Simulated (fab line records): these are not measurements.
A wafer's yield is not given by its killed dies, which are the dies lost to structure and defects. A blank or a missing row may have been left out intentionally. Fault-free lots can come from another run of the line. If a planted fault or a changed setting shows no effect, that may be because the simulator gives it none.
Which tool is to blame? | flow nand-harc | 13 lots with 39 wafers sampled at 5 steps, on a route of 1159 steps

## WHAT EACH GAUGE READ, for each wafer
NHARC_P_GATE_CD_MEAS_11: the cd target is 1640 nm.
lot  | measured    | on        | cd-nm (nm)
L990 | day 4 03:22 | cd-sem-02 | 1637.3 1641.5 1640.5
L991 | day 4 16:12 | cd-sem-03 | 1641.1 1640.4 1640.1
L992 | day 4 16:22 | cd-sem-03 | 1638.5 1640.8 1639.6
L994 | day 5 04:58 | cd-sem-01 | 1642.0 1642.0 1642.6
L993 | day 5 04:55 | cd-sem-02 | 1641.7 1637.4 1640.0
L995 | day 5 20:35 | cd-sem-03 | 1637.2 1641.1 1640.8
L996 | day 5 20:55 | cd-sem-02 | 1642.4 1642.0 1641.5
L997 | day 5 20:45 | cd-sem-01 | 1638.3 1641.2 1640.0
L101 | day 7 05:46 | cd-sem-02 | 1642.7 1643.1 1638.5
L107 | day 8 13:13 | cd-sem-03 | 1642.2 1641.5 1643.1
L108 | day 8 20:45 | cd-sem-01 | 1639.9 1641.7 1640.3
L111 | day 9 09:26 | cd-sem-02 | 1641.1 1639.2 1641.9
L112 | day 9 21:16 | cd-sem-02 | 1639.5 1641.7 1640.2

NHARC_P_GATE_OVL_MEAS_27.
lot  | measured     | on         | overlay-x-nm (nm) | overlay-y-nm (nm)
L990 | day 4 18:50  | overlay-02 | 0.6 0.5 0.5       | -1.7 -2.5 -1.3
L991 | day 5 08:04  | overlay-01 | -0.1 0.0 -0.8     | -0.5 -1.1 -1.2
L992 | day 5 07:34  | overlay-01 | -0.8 0.1 -0.1     | -0.3 0.0 0.1
L994 | day 5 19:00  | overlay-02 | 0.5 0.1 0.4       | 1.1 1.6 0.8
L993 | day 5 18:37  | overlay-02 | 0.0 -0.3 -0.2     | 1.0 1.3 0.8
L995 | day 6 13:34  | overlay-01 | -0.8 -0.8 -0.6    | -0.8 -0.8 -0.7
L996 | day 6 12:51  | overlay-01 | 1.2 0.5 0.8       | -1.6 -1.2 -0.9
L997 | day 6 12:49  | overlay-02 | 0.2 -0.1 0.0      | 0.8 0.9 0.5
L101 | day 7 21:35  | overlay-02 | 0.9 0.6 0.3       | -1.2 -1.5 -1.7
L107 | day 9 06:14  | overlay-02 | -0.7 -0.4 0.0     | -0.6 0.2 0.5
L108 | day 9 12:29  | overlay-02 | 0.3 0.4 -0.1      | -0.3 -0.4 -0.5
L111 | day 9 23:54  | overlay-02 | -1.3 -1.1 -1.2    | 0.3 -0.8 0.0
L112 | day 10 12:00 | overlay-01 | 0.4 0.1 0.1       | 0.9 1.2 1.4

NHARC_END_SORT_01.
lot  | measured     | on        | killed-at-array | killed-at-other | killed-at-periphery | killed-dies | killed-open | killed-short
L994 | day 19 15:57 | prober-02 | 20 16 17        | 1 1 1           | 2 1 4               | 23 18 22    | 6 2 7       | 1 2 3
L995 | day 20 19:29 | prober-01 | 15 23 24        | 0 0 0           | 1 4 4               | 16 27 28    | 2 2 1       | 0 5 1
L101 | day 24 06:55 | prober-02 | 31 27 34        | 0 0 0           | 4 3 4               | 35 30 38    | 2 2 3       | 3 1 2
L107 | day 26 04:32 | prober-02 | 30 31 37        | 1 0 0           | 3 4 6               | 34 35 43    | 3 4 3       | 3 1 0

## WHAT TOOL EACH LOT RAN ON (gives the tool, then ch and the chambers of the sampled wafers, and finally the start)
lot  | NHARC_P_STI_ETCH_42               | NHARC_P_GATE_HM_DEP_102
L990 | rie-diel-06 ch 1,2,3, day 2 15:01 | acl-dep-01 ch 0, day 4 17:25
L991 | rie-diel-08 ch 0,1, day 3 04:50   | acl-dep-03 ch 0, day 5 06:37
L992 | rie-diel-06 ch 0,3, day 3 05:08   | acl-dep-01 ch 0, day 5 06:08
L994 | rie-diel-06 ch 1,2, day 3 14:55   | acl-dep-03 ch 0, day 5 17:29
L993 | rie-diel-08 ch 1,2, day 3 15:05   | acl-dep-02 ch 0, day 5 17:07
L995 | rie-diel-12 ch 0,1,3, day 4 00:55 | acl-dep-01 ch 0, day 6 11:57
L996 | rie-diel-08 ch 0,1,3, day 4 05:20 | acl-dep-03 ch 0, day 6 11:29
L997 | rie-diel-08 ch 0,2,3, day 4 11:16 | acl-dep-02 ch 0, day 6 11:23
L101 | rie-diel-08 ch 1,3, day 5 11:17   | acl-dep-03 ch 0, day 7 19:02 and acl-dep-01 ch 0, day 7 20:13
L107 | rie-diel-12 ch 0,2,3, day 6 23:12 | acl-dep-02 ch 0, day 9 03:41 and acl-dep-03 ch 0, day 9 05:02
L108 | rie-diel-08 ch 2,3, day 7 05:30   | acl-dep-01 ch 0, day 9 10:51
L111 | rie-diel-12 ch 0,1, day 7 20:01   | acl-dep-02 ch 0, day 9 22:08
L112 | rie-diel-06 ch 0,2,3, day 8 07:58 | acl-dep-01 ch 0, day 10 10:34
- NHARC_P_STI_ETCH_42: etches the open film in N2/H2, target depth 80 nm, overetch 24 nm, time 61 s.
- NHARC_P_GATE_HM_DEP_102: deposits aC, target thk 120 nm.

## AS READ BY THE TOOLS THEMSELVES (means over the sampled wafers that have a number; for cases with no such wafer, the mark the record gives instead)
NHARC_P_STI_ETCH_42.
lot  | tool        | drypump-motor-current-A (A) | oes-product-au (a.u.) | rf-vpp-V (V) | showerhead-plenum-p-Torr (Torr) | throttle-valve-pct (%)
L990 | rie-diel-06 | 5.5                         | 0.994                 | 428.3        | 1.97                            | 14.172
L991 | rie-diel-08 | 6.5                         | 1.004                 | 433.6        | 2.14                            | 14.169
L992 | rie-diel-06 | 5.7                         | 1.007                 | 431.9        | 2.09                            | 14.178
L994 | rie-diel-06 | 5.6                         | 0.992                 | 426.4        | 1.90                            | 14.167
L993 | rie-diel-08 | 6.0                         | 1.002                 | 432.7        | 2.14                            | 14.173
L995 | rie-diel-12 | 6.0                         | 0.999                 | 429.8        | 1.98                            | 14.171
L996 | rie-diel-08 | 6.2                         | 1.009                 | 432.0        | 2.07                            | 14.174
L997 | rie-diel-08 | 5.9                         | 1.006                 | 432.0        | 2.07                            | 14.174
L101 | rie-diel-08 | 5.9                         | 1.006                 | 429.4        | 2.00                            | 14.186
L107 | rie-diel-12 | 6.2                         | 1.005                 | 429.4        | 1.96                            | 14.177
L108 | rie-diel-08 | 5.6                         | 1.001                 | 431.4        | 2.06                            | 14.178
L111 | rie-diel-12 | 6.5                         | 1.012                 | 428.2        | 1.96                            | 14.167
L112 | rie-diel-06 | 5.8                         | 0.990                 | 430.4        | 2.02                            | 14.170

NHARC_P_GATE_HM_DEP_102.
lot  | tool                  | throttle-valve-pct (%)
L990 | acl-dep-01            | 34.998
L991 | acl-dep-03            | 35.006
L992 | acl-dep-01            | 35.013
L994 | acl-dep-03            | 34.999
L993 | acl-dep-02            | 34.998
L995 | acl-dep-01            | 34.998
L996 | acl-dep-03            | 34.993
L997 | acl-dep-02            | 34.997
L101 | acl-dep-03/acl-dep-01 | 35.002
L107 | acl-dep-02/acl-dep-03 | 34.998
L108 | acl-dep-01            | 35.008
L111 | acl-dep-02            | 35.009
L112 | acl-dep-01            | 35.000

## THE ANSWER, worked out from the rows above alone
Rule: the lots themselves supply what counts as usual. The widest of any qualifying gaps counts: lots, ordered by their means at a reading, are off when they make up no more than a third of the lots, leave a main group of 4 or more, and stand apart from it by 3 or more times the standard deviation of that group's means. Not used: any main group whose means are identical at the precision the tables above print for the reading. Also off: a lot with no number at a reading for which 4 or more lots have one. All remaining lots with rows at the step are treated as sound. After the gauges, taken in route order, come the tools' own readings; for these a lot's mean is taken, as printed above. The first step at which some lot is off is used, and at that step the reading that is off furthest; a lot without a number counts as furthest.
Across all readings shown, no lot is off: no conclusion can be drawn from this.

## WHAT WAS PUT IN BY THE SIMULATOR
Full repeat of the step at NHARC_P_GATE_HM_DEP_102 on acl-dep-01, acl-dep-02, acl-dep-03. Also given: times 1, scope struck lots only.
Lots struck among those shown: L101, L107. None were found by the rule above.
